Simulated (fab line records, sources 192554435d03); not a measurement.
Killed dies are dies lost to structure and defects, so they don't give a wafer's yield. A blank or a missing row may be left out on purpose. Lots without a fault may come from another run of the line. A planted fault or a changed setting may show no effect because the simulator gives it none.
fab line records | flow n5_finfet
record lots=8 wafers=24 last_day=16
route steps=1938 shown BEOL_M2@858 BEOL_M4@1111 PASSIVATION@1936
lots that met no fault: from a run of the same line without faults
start_h: hours from the record's first day to the start of the lot's first wafer shown | wait_h: hours since the lot's step before | " the same as in the row above | L1.1+2: a row that stands for several wafers | - no value, or no start given | * or withheld: withheld | < > ~ a bound
route shown NAME@n: a module of which the file shows steps, and the number in the route of the first | usual: mean/standard deviation of fault-free wafers | same: alike in all rows | chamber/n: place in a boat | sites: the reading at each site | _std_site: their standard deviation | _edge_site: outer sites' mean less inner sites' | radius_mm: how far each site lies from the wafer's centre | mask NAME#n: copy n | behind: the tool/chamber that last shaped the wafer | hold: why the lot was held/for how many hours/how that ended | device: the transistor (n, p or np) that didn't switch | end of line: the same wafers' tests at the end of the route | a step without rows: its recipe alone | killed: dies lost to structure and defects at the first sort, not the wafer's yield | map: a wafer's dies, x killed, . not, _ none there
set.NAME: the setting as run; set.NAME@STEP: as run at that earlier step | model.NAME: the simulator's own value behind a step, which no gauge read
steps of the route over a sample of lots; a table a step, a row a wafer
services: from which hour (start_h, from the record's first day; less than 0 if before it) a tool's chamber was out of use, for how many hours, and why
## steps
# step N5_BEOL_M2_ETCH_74
# recipe chemistry=N2/H2 target=underlayer target_depth_a=65 mask_material=CAR-EUV time_s=5.2 ion_energy_ev=200 pressure_mtorr=30 source_w=840 bias_w=150 n2_flow_sccm=200 h2_flow_sccm=200 ends=cleared
# usual bias_w=150.0/0.44 drypump_motor_current_A=5.6/0.36 etch_rf_on_time_s=5.22/0.095 oes_product_au=0.68/0.076 rf_fwd_power_W=819.4/2.4 rf_vpp_V=524.5/2.4 showerhead_plenum_p_Torr=2.57/0.082 throttle_valve_pct=17.73/0.21
# columns lot.wafer tool chamber start_h wait_h bias_w drypump_motor_current_A etch_rf_on_time_s oes_product_au rf_fwd_power_W rf_hours_counter_h rf_vpp_V showerhead_plenum_p_Torr throttle_valve_pct
L479.2 rie_diel-05 3 137.83 0.0 149.4 5.7 5.27 0.61 818.2 189 520.6 2.51 17.57
L479.3 " 2 " " 150.0 5.8 5.21 0.61 819.6 177 526.5 2.63 17.35
L479.4 " 1 " " 150.5 5.4 5.31 0.58 820.9 245 522.0 2.51 18.23
L483.3 rie_diel-05 3 156.41 0.0 150.3 5.7 5.21 0.61 819.2 196 522.5 2.50 17.58
L483.5 " 3 " " 150.6 5.7 5.22 0.61 821.0 - 524.4 2.50 17.60
L483.6 " 0 " " 149.6 5.6 5.24 0.75 821.0 - 528.5 2.71 17.81
L485.1 rie_diel-05 2 181.50 0.0 150.2 5.8 5.18 0.60 822.1 197 526.6 2.62 17.40
L485.2 " 3 " " 150.6 5.7 5.32 0.59 822.8 208 522.2 2.50 17.58
L485.4 " 2 " " 149.7 5.8 5.19 0.61 816.4 - 526.3 2.62 17.38
L488.1 rie_diel-05 2 190.86 0.0 149.9 5.8 5.15 0.61 820.4 200 525.5 2.62 17.41
L488.2 " 0 " " 149.6 5.6 5.26 0.72 820.0 56 527.0 2.71 17.80
L488.6 " 3 " " 150.6 5.7 5.24 0.61 817.9 - 522.5 2.50 17.58
L490.1 rie_diel-05 2 207.32 0.0 150.3 5.8 5.19 0.60 817.1 206 525.8 2.62 17.45
L490.3 " 0 " " 149.6 5.6 5.29 0.71 818.5 61 529.1 2.70 17.84
L490.5 " 1 " " 149.5 5.4 4.98 0.81 818.6 - 522.0 2.51 17.80
L493.1 rie_diel-02 1 224.28 0.0 149.4 5.4 5.16 0.76 820.0 19 525.8 2.61 17.90
L493.4 " 0 " " 150.1 5.4 5.22 0.67 818.0 130 523.7 2.55 17.62
L493.5 " 1 " " 149.2 5.4 5.18 0.76 815.0 - 524.8 2.61 17.88
L496.2 rie_diel-05 2 242.08 0.0 150.1 5.8 5.22 0.59 818.8 217 525.3 2.61 17.45
L496.3 " 0 " " 150.2 5.6 5.29 0.71 815.4 71 529.4 2.70 17.86
L496.6 " 3 " " 149.7 5.7 5.31 0.59 819.0 - 523.6 2.49 17.63
L497.2 rie_diel-05 2 243.25 0.0 150.1 5.8 5.23 0.59 816.2 218 526.4 2.61 17.43
L497.3 " 0 " " 150.1 5.6 5.27 0.70 816.5 72 526.0 2.70 17.86
L497.4 " 3 " " 150.2 5.7 5.32 0.59 824.6 228 524.2 2.49 17.63
# step N5_BEOL_M2_ETCH_77
# recipe chemistry=N2/H2 target=underlayer target_depth_a=65 mask_material=CAR-EUV time_s=5.2 ion_energy_ev=200 pressure_mtorr=30 source_w=840 bias_w=150 n2_flow_sccm=200 h2_flow_sccm=200 ends=cleared
# usual bias_w=150.0/0.48 drypump_motor_current_A=5.6/0.43 etch_rf_on_time_s=5.22/0.099 oes_product_au=0.69/0.067 rf_fwd_power_W=819.4/2.4 rf_vpp_V=524.0/2.7 showerhead_plenum_p_Torr=2.55/0.083 throttle_valve_pct=17.76/0.18
# columns lot.wafer tool chamber start_h wait_h bias_w drypump_motor_current_A etch_rf_on_time_s oes_product_au rf_fwd_power_W rf_hours_counter_h rf_vpp_V showerhead_plenum_p_Torr throttle_valve_pct
L479.2 rie_diel-02 0 138.98 0.0 149.9 5.4 5.33 0.67 822.4 97 525.3 2.57 17.58
L479.3 " 1 " " 150.6 5.4 5.40 0.57 815.8 250 525.2 2.62 18.27
L479.4 " 2 " " 150.3 6.6 5.19 0.66 816.3 - 519.9 2.43 17.70
L483.3 rie_diel-02 0 157.36 0.0 149.8 5.4 5.32 0.68 824.4 107 522.9 2.56 17.60
L483.5 " 0 " " 150.1 5.4 5.24 0.68 821.9 - 524.8 2.56 17.61
L483.6 " 3 " " 149.9 5.5 5.36 0.76 818.8 - 522.5 2.49 17.87
L485.1 rie_diel-04 1 182.55 0.0 150.3 5.4 5.18 0.79 819.2 7 523.0 2.52 17.54
L485.2 " 0 " " 149.7 6.0 5.23 0.64 819.6 174 524.7 2.54 17.75
L485.4 " 3 " " 148.9 4.9 5.10 0.77 816.3 38 528.2 2.70 17.64
L488.1 rie_diel-02 3 191.75 0.0 150.3 5.5 5.30 0.75 816.7 46 522.7 2.49 17.87
L488.2 " 1 " " 150.4 5.4 5.13 0.79 821.5 9 526.4 2.61 17.87
L488.6 " 0 " " 150.0 5.4 5.19 0.67 818.6 - 523.7 2.56 17.61
L490.1 rie_diel-02 2 208.25 0.0 149.8 6.6 5.19 0.63 822.9 164 519.3 2.42 17.76
L490.3 " 1 " " 150.5 5.4 5.16 0.76 820.5 14 526.9 2.61 17.87
L490.5 " 3 " " 150.1 5.5 5.34 0.74 818.1 - 521.3 2.48 17.88
L493.1 rie_diel-05 0 225.38 0.0 150.8 5.6 5.26 0.71 818.2 66 527.8 2.70 17.86
L493.4 " 2 " " 149.2 5.8 5.18 0.59 820.1 212 527.4 2.62 17.43
L493.5 " 1 " " 149.8 5.4 5.00 0.81 824.6 - 522.2 2.50 17.82
L496.2 rie_diel-05 1 243.14 0.0 149.8 5.4 5.07 0.79 819.0 18 522.1 2.50 17.84
L496.3 " 3 " " 149.8 5.7 5.31 0.58 821.7 228 521.0 2.49 17.62
L496.6 " 1 " " 150.2 5.4 5.09 0.80 817.0 - 521.3 2.50 17.80
L497.2 rie_diel-05 3 244.45 0.0 150.2 5.7 5.35 0.59 817.0 229 522.2 2.49 17.63
L497.3 " 2 " " 149.4 5.8 5.26 0.59 817.8 218 526.1 2.61 17.41
L497.4 " 1 " " 150.8 5.4 5.13 0.78 823.6 19 522.1 2.50 17.82
# step N5_BEOL_M2_ETCH_70
# recipe chemistry=N2/H2 target=SOC target_depth_a=800 overetch_a=240 mask_material=SiARC temp_c=40 time_s=130 ion_energy_ev=200 pressure_mtorr=30 source_w=840 bias_w=150 n2_flow_sccm=200 h2_flow_sccm=200
# usual bias_w=149.9/0.42 drypump_motor_current_A=5.6/0.41 oes_product_au=0.59/0.059 rf_fwd_power_W=835.8/2.8 rf_vpp_V=524.5/2.5 showerhead_plenum_p_Torr=2.57/0.086 throttle_valve_pct=17.73/0.19
# columns lot.wafer tool chamber start_h wait_h bias_w drypump_motor_current_A oes_product_au rf_fwd_power_W rf_hours_counter_h rf_vpp_V showerhead_plenum_p_Torr throttle_valve_pct
L479.2 rie_diel-04 0 142.05 0.0 150.3 5.9 0.56 837.6 158 525.7 2.55 17.68
L479.3 " 1 " " 149.8 5.4 0.51 837.5 249 522.1 2.52 17.88
L479.4 " 2 " " 149.6 5.7 0.55 836.2 162 527.7 2.64 18.05
L483.3 rie_diel-04 0 158.21 0.0 150.1 5.9 0.56 830.8 166 524.3 2.55 17.69
L483.5 " 0 " " 150.0 5.9 0.56 832.5 - 523.3 2.55 17.72
L483.6 " 3 " " 149.7 5.0 0.67 839.0 - 527.9 2.70 17.58
L485.1 rie_diel-05 3 183.14 0.0 150.1 5.7 0.52 840.4 210 522.9 2.50 17.57
L485.2 " 0 " " 149.6 5.6 0.64 834.7 53 528.7 2.71 17.77
L485.4 " 2 " " 150.3 5.8 0.52 839.9 - 526.1 2.62 17.36
L488.1 rie_diel-04 0 192.68 0.0 201.3 5.9 0.55 838.3 178 631.2 2.54 17.72
L488.2 " 3 " " 150.4 5.0 0.65 836.8 41 527.6 2.70 17.63
L488.6 " 0 " " 200.6 5.9 0.55 835.2 - 630.9 2.54 17.72
L490.1 rie_diel-02 3 209.34 0.0 149.0 5.5 0.64 835.8 51 523.4 2.48 17.83
L490.3 " 1 " " 149.7 5.4 0.66 837.6 14 525.3 2.61 17.82
L490.5 " 2 " " 149.9 6.6 0.55 834.0 - 520.0 2.42 17.71
L493.1 rie_diel-04 0 231.21 0.0 201.3 5.9 0.54 836.5 189 630.9 2.54 17.73
L493.4 " 2 " " 150.3 5.7 0.54 833.5 194 526.2 2.63 18.12
L493.5 " 2 " " 150.5 5.7 0.53 832.8 - 526.5 2.63 18.09
L496.2 rie_diel-02 1 246.69 0.0 150.3 5.4 0.64 836.7 27 525.1 2.61 17.86
L496.3 " 2 " " 149.4 6.6 0.54 834.6 178 520.7 2.42 17.74
L496.6 " 3 " " 149.9 5.5 0.63 835.9 - 519.8 2.48 17.87
L497.2 rie_diel-02 1 247.13 0.0 150.6 5.4 0.64 837.8 27 525.2 2.61 17.85
L497.3 " 2 " " 149.3 6.6 0.55 829.2 178 519.8 2.42 17.75
L497.4 " 0 " " 150.1 5.4 0.56 836.2 138 524.6 2.55 17.62
# step N5_BEOL_M2_OCD_MEAS_38
# usual trench_depth_nm=55.3/0.75
# columns lot.wafer tool chamber start_h wait_h trench_depth_nm
L479.2 ocd-02 - 142.41 - 55.4
L479.3 " - " " 54.9
L479.4 " - " " 56.4
L483.3 ocd-01 - 158.57 - 55.8
L483.5 " - " " 55.3
L483.6 " - " " 56.4
L485.1 ocd-02 - 183.50 - 55.9
L485.2 " - " " 55.9
L485.4 " - " " 55.2
L488.1 ocd-01 - 193.04 - 55.5
L488.2 " - " " 55.3
L488.6 " - " " 54.8
L490.1 ocd-02 - 209.70 - 54.7
L490.3 " - " " 55.9
L490.5 " - " " 55.5
L493.1 ocd-01 - 231.57 - 55.5
L493.4 " - " " 56.5
L493.5 " - " " 56.4
L496.2 ocd-02 - 247.05 - 55.8
L496.3 " - " " 54.5
L496.6 " - " " 54.7
L497.2 ocd-02 - 247.49 - 55.2
L497.3 " - " " 54.9
L497.4 " - " " 54.7
# step N5_BEOL_M4_RC_MEAS_101
# usual DIBL_N=35.8/1.8 DIBL_P=35.9/2.2 IOFF_N=0.16/0.035 IOFF_P=0.21/0.04 ION_N=672/11 ION_P=461/7.4 SS_N=71.4/0.64 SS_P=73.2/0.67 VT_N=250/3.5 VT_P=-251/3.4
# columns lot.wafer tool chamber start_h wait_h DIBL_N[mV/V] DIBL_P[mV/V] IOFF_N[nA/um] IOFF_P[nA/um] ION_N[uA/um] ION_P[uA/um] SS_N[mV/dec] SS_P[mV/dec] VT_N[mV] VT_P[mV]
L479.2 prober-02 0 163.66 0.2 35.0 34.4 0.15 0.16 664 450 71.5 73.0 250 -254
L479.3 " 0 " " 35.8 36.3 0.17 0.19 691 467 72.1 73.8 248 -252
L479.4 " 0 " " 35.0 35.2 0.15 0.17 671 459 72.0 72.7 248 -252
L483.3 prober-02 0 188.64 0.3 37.6 39.3 0.21 0.27 679 467 72.1 73.9 247 -246
L483.5 " 0 " " 34.5 35.6 0.15 0.21 670 459 71.0 72.9 250 -247
L483.6 " 0 " " 35.5 37.1 0.17 0.24 676 473 71.4 73.0 251 -248
L485.1 prober-01 0 216.83 0.0 38.6 40.7 0.21 0.24 691 467 72.3 73.7 247 -250
L485.2 " 0 " " 36.7 37.9 0.17 0.19 683 459 72.1 72.5 249 -251
L485.4 " 0 " " 35.0 36.7 0.13 0.17 665 451 71.1 72.8 254 -255
L488.1 prober-01 0 218.52 0.0 37.6 38.2 0.20 0.24 682 460 72.5 74.0 248 -248
L488.2 " 0 " " 34.9 34.9 0.14 0.19 667 458 71.6 72.9 252 -252
L488.6 " 0 " " 38.6 38.6 0.20 0.25 682 465 72.4 73.3 247 -247
L490.1 prober-02 0 238.77 0.0 35.6 35.6 0.14 0.18 674 455 71.6 73.2 249 -251
L490.3 " 0 " " 38.5 39.2 0.19 0.24 682 459 72.2 73.4 249 -249
L490.5 " 0 " " 37.0 37.5 0.18 0.21 685 465 72.7 73.6 249 -250
L493.1 prober-02 0 259.85 0.0 34.3 34.6 0.13 0.21 658 462 71.3 73.0 253 -249
L493.4 " 0 " " 37.1 38.2 0.19 0.28 664 464 71.2 73.7 247 -246
L493.5 " 0 " " 35.0 35.8 0.15 0.23 669 470 70.5 72.3 249 -246
L496.2 prober-01 0 273.52 0.2 37.6 37.8 0.17 0.19 671 444 72.1 73.8 251 -257
L496.3 " 0 " " 36.7 36.8 0.15 0.17 668 446 72.0 73.5 252 -256
L496.6 " 0 " " 35.9 36.1 0.14 0.17 660 448 71.8 73.5 253 -256
L497.2 prober-01 0 280.65 0.2 37.3 36.3 0.18 0.21 672 458 72.0 73.2 248 -251
L497.3 " 0 " " 37.0 35.8 0.16 0.20 682 464 70.6 73.4 249 -251
L497.4 " 0 " " 32.9 31.6 0.11 0.15 661 456 70.9 72.5 252 -256
# step N5_PASSIVATION_PROBE_49
# usual defect_limited_yield=91.0/1.5 killed_at_M0_to_M3=34/9.1 killed_at_M4_up=14/5.7 killed_at_contacts=13/5.7 killed_at_front_end=42/12 killed_at_other=4/3.4 killed_dies=106/17 killed_open=70/13 killed_short=34/7.5 sort_bin_5_function=5.2/0.94 sort_bin_6_memory=3.4/0.69 sort_bin_8_speed=0.00/0.029 sort_n_pass=1074/17 sort_yield_pct=91.0/1.5
# same gross_dies=1180 killed_at_back_side=0 sort_bin_4_leakage[%]=0
# columns lot.wafer tool chamber start_h wait_h defect_limited_yield[%] killed_at_M0_to_M3 killed_at_M4_up killed_at_contacts killed_at_front_end killed_at_other killed_dies killed_open killed_short sort_bin_5_function[%] sort_bin_6_memory[%] sort_bin_8_speed[%] sort_n_pass sort_yield_pct[%]
L483.3 prober-02 - 295.06 0.1 90.8 46 11 4 48 0 109 68 36 5.1 3.5 0 1071 90.8
L483.5 prober-02 - 295.16 0.2 91.6 33 11 7 42 6 99 58 39 5.3 2.6 0 1081 91.6
L483.6 prober-02 - 295.21 0.3 92.2 43 9 7 28 5 92 67 24 5.3 2.1 0 1088 92.2
L488.1 prober-02 - 325.77 0.0 87.9 61 8 12 59 3 143 98 45 7.1 4.4 0 1037 87.9
L488.2 prober-02 - 325.82 0.1 89.2 50 9 8 60 0 127 88 39 6.2 4.3 0 1053 89.2
L488.6 prober-02 - 326.02 0.3 89.3 52 7 5 60 2 126 89 34 6.4 3.5 0 1054 89.3
L490.1 prober-01 - 333.81 0.0 92.4 39 5 13 29 4 90 57 31 5.3 2.1 0 1090 92.4
L490.3 prober-01 - 333.91 0.1 91.4 40 7 13 38 3 101 65 35 5.3 3.1 0 1079 91.4
L490.5 prober-01 - 334.01 0.2 90.0 19 4 27 53 15 118 77 39 5.4 4.2 0 1062 90.0
L493.1 prober-02 - 359.47 0.0 93.8 25 13 3 28 4 73 45 23 3.7 2.1 0 1107 93.8
L493.4 prober-02 - 359.62 0.2 92.5 26 24 6 23 10 89 53 32 4.5 2.6 0 1091 92.5
L493.5 prober-02 - 359.67 0.2 91.5 26 22 10 32 10 100 62 36 5.0 2.9 0 1080 91.5
L497.2 prober-01 - 380.92 0.1 92.2 20 17 19 35 1 92 66 26 4.2 3.3 0 1088 92.2
L497.3 prober-01 - 380.97 0.1 89.9 36 11 14 48 10 119 79 39 6.1 3.9 0 1061 89.9
L497.4 prober-01 - 381.02 0.2 91.3 35 12 13 42 1 103 72 31 5.5 3.1 0 1077 91.3
# killed by level:class
L483.3 BEOL_M0_SAQP:geometric_particle:short=11 BEOL_M0_SAQP:geometric_particle:open=11 FIN_SAQP:geometric_particle:short=7 GATE_CUT:geometric_particle:open=7 BEOL_M1:geometric_particle:open=7 BEOL_M1:geometric_particle:short=6 BEOL_M3:geometric_particle:open=6 STI_FIN_REVEAL:geometric_particle:open=5
L483.5 BEOL_M0_SAQP:geometric_particle:short=9 BEOL_M0_SAQP:geometric_particle:open=9 FIN_SAQP:geometric_particle:open=6 GATE_CUT:geometric_particle:short=6 STI_FIN_REVEAL:geometric_particle:open=5 DUMMY_GATE:geometric_particle:open=5 STARTING-WAFER:geometric_particle:open=5 BEOL_M3:geometric_particle:open=5
L483.6 BEOL_M0_SAQP:geometric_particle:open=14 BEOL_M3:geometric_particle:open=11 BEOL_M1:geometric_particle:open=7 DUMMY_GATE:geometric_particle:open=6 FIN_SAQP:geometric_particle:open=5 STI_FIN_REVEAL:geometric_particle:open=5 BEOL_M0_SAQP:geometric_particle:short=5 GATE_CUT:geometric_particle:open=4
L488.1 BEOL_M3:geometric_particle:open=23 BEOL_M2:geometric_particle:open=18 FIN_SAQP:geometric_particle:open=14 MOL_CONTACT_COAG:geometric_particle:open=10 FIN_SAQP:geometric_particle:short=9 STI_FIN_REVEAL:geometric_particle:open=8 BEOL_M3:geometric_particle:short=7 ILD0:geometric_particle:open=6
L488.2 STI_FIN_REVEAL:geometric_particle:open=21 BEOL_M3:geometric_particle:open=17 BEOL_M2:geometric_particle:open=9 STI_FIN_REVEAL:geometric_particle:short=8 BEOL_M0_SAQP:geometric_particle:short=8 MOL_CONTACT_COAG:geometric_particle:open=7 FIN_SAQP:geometric_particle:open=6 FIN_SAQP:geometric_particle:short=5
L488.6 BEOL_M3:geometric_particle:open=21 STI_FIN_REVEAL:geometric_particle:open=16 FIN_SAQP:geometric_particle:open=15 BEOL_M0_SAQP:geometric_particle:open=14 FIN_SAQP:geometric_particle:short=9 BEOL_M0_SAQP:geometric_particle:short=8 BEOL_M4:geometric_particle:open=6 DUMMY_GATE:geometric_particle:open=5
L490.1 BEOL_M1:geometric_particle:open=13 MOL_CONTACT_COAG:geometric_particle:open=12 BEOL_M0_SAQP:geometric_particle:open=6 GATE_CUT:geometric_particle:short=5 BEOL_M0_SAQP:geometric_particle:short=5 BEOL_M1:geometric_particle:short=5 FIN_SAQP:geometric_particle:open=4 DUMMY_GATE:geometric_particle:open=4
L490.3 BEOL_M0_SAQP:geometric_particle:short=14 MOL_CONTACT_COAG:geometric_particle:open=11 STI_FIN_REVEAL:geometric_particle:open=8 BEOL_M0_SAQP:geometric_particle:open=8 BEOL_M1:geometric_particle:open=6 BEOL_M1:geometric_particle:short=5 BEOL_M2:geometric_particle:open=5 DUMMY_GATE:geometric_particle:open=4
L490.5 MOL_CONTACT_COAG:geometric_particle:open=18 STI_FIN_REVEAL:geometric_particle:open=15 FIN_SAQP:geometric_particle:open=11 MOL_CONTACT_COAG:geometric_particle:short=9 BEOL_M0_SAQP:geometric_particle:open=8 MIM_TOP_ETCH:geometric_particle:short=5 FIN_SAQP:geometric_particle:short=4 DUMMY_GATE:geometric_particle:open=4
L493.1 BEOL_M0_SAQP:geometric_particle:open=8 STI_FIN_REVEAL:geometric_particle:open=7 BEOL_M1:geometric_particle:open=7 FIN_SAQP:geometric_particle:open=6 BEOL_M0_SAQP:geometric_particle:short=5 DUMMY_GATE:geometric_particle:open=4 GATE_CUT:geometric_particle:short=3 BEOL_M2:geometric_particle:open=3
L493.4 BEOL_M4:geometric_particle:open=8 BEOL_M0_SAQP:geometric_particle:short=7 BEOL_M2:geometric_particle:open=7 FIN_SAQP:geometric_particle:open=5 BEOL_M0_SAQP:geometric_particle:open=5 BEOL_M4:geometric_particle:short=5 PASS1_CAP:geometric_particle:short=5 GATE_CUT:geometric_particle:open=4
L493.5 BEOL_M5:geometric_particle:open=7 MOL_CONTACT_COAG:geometric_particle:open=7 BEOL_M0_SAQP:geometric_particle:short=7 BEOL_M0_SAQP:geometric_particle:open=5 BEOL_M1:geometric_particle:open=5 BEOL_M3:geometric_particle:open=5 BEOL_M4:geometric_particle:open=5 FIN_SAQP:geometric_particle:open=4
L497.2 MOL_CONTACT_COAG:geometric_particle:open=14 BEOL_M7:geometric_particle:open=7 FIN_SAQP:geometric_particle:open=6 BEOL_M1:geometric_particle:open=6 FIN_SAQP:geometric_particle:short=5 STI_FIN_REVEAL:geometric_particle:open=5 MOL_CONTACT_COAG:geometric_particle:short=5 DUMMY_GATE:geometric_particle:open=4
L497.3 FIN_SAQP:geometric_particle:open=12 MOL_CONTACT_COAG:geometric_particle:open=12 BEOL_M1:geometric_particle:open=9 FIN_SAQP:geometric_particle:short=8 BEOL_M1:geometric_particle:short=8 DUMMY_GATE:geometric_particle:open=5 BEOL_M2:geometric_particle:open=5 BEOL_M3:geometric_particle:open=5
L497.4 FIN_SAQP:geometric_particle:open=12 MOL_CONTACT_COAG:geometric_particle:open=10 FIN_SAQP:geometric_particle:short=9 STI_FIN_REVEAL:geometric_particle:open=8 BEOL_M0_SAQP:geometric_particle:short=7 BEOL_M1:geometric_particle:open=7 BEOL_M2:geometric_particle:open=7 BEOL_M3:geometric_particle:open=5
## services
# columns tool chamber start_h hours kind
rie_diel-02 2 123.38 3.3 repair
rie_diel-02 3 124.20 18.9 repair
rie_diel-05 2 127.78 5.4 repair
rie_diel-04 0 133.20 5.6 repair
rie_diel-02 1 143.12 - clean
rie_diel-02 1 143.12 - consumable_replace:focus_ring
rie_diel-02 1 143.12 20.1 scheduled_down
rie_diel-02 1 143.12 20.1 vent_cycle
rie_diel-04 1 144.24 - clean
rie_diel-04 1 144.24 - consumable_replace:focus_ring
rie_diel-04 1 144.24 17.1 scheduled_down
rie_diel-04 1 144.24 17.1 vent_cycle
rie_diel-05 1 153.82 - clean
rie_diel-05 1 153.82 - consumable_replace:focus_ring
rie_diel-05 1 153.82 20.4 scheduled_down
rie_diel-05 1 153.82 20.4 vent_cycle
rie_diel-05 3 207.52 3.0 repair
## key
first_sign step=N5_BEOL_M2_ETCH_70 reading=bias_w direction=up sigmas=99+ usual=* struck=*
effect step=N5_BEOL_M2_ETCH_70 reading=rf_vpp_V direction=up sigmas=43 usual=524.5 struck=631.0
met_at N5_BEOL_M2_ETCH_70
struck_lots L488,L493
struck_wafers L488.1,L488.6,L493.1
not_acting_at N5_BEOL_M2_ETCH_74,N5_BEOL_M2_ETCH_77,N5_BEOL_M2_OCD_MEAS_38
onset_between 158.21 192.68
fault kind=process_parameter_drift tool=rie_diel-04 chamber=0 onset_h=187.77 steps=N5_BEOL_M2_ETCH_70 channel=bias_w offset=* shape=step end_h=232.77 acts_in=* stated=*
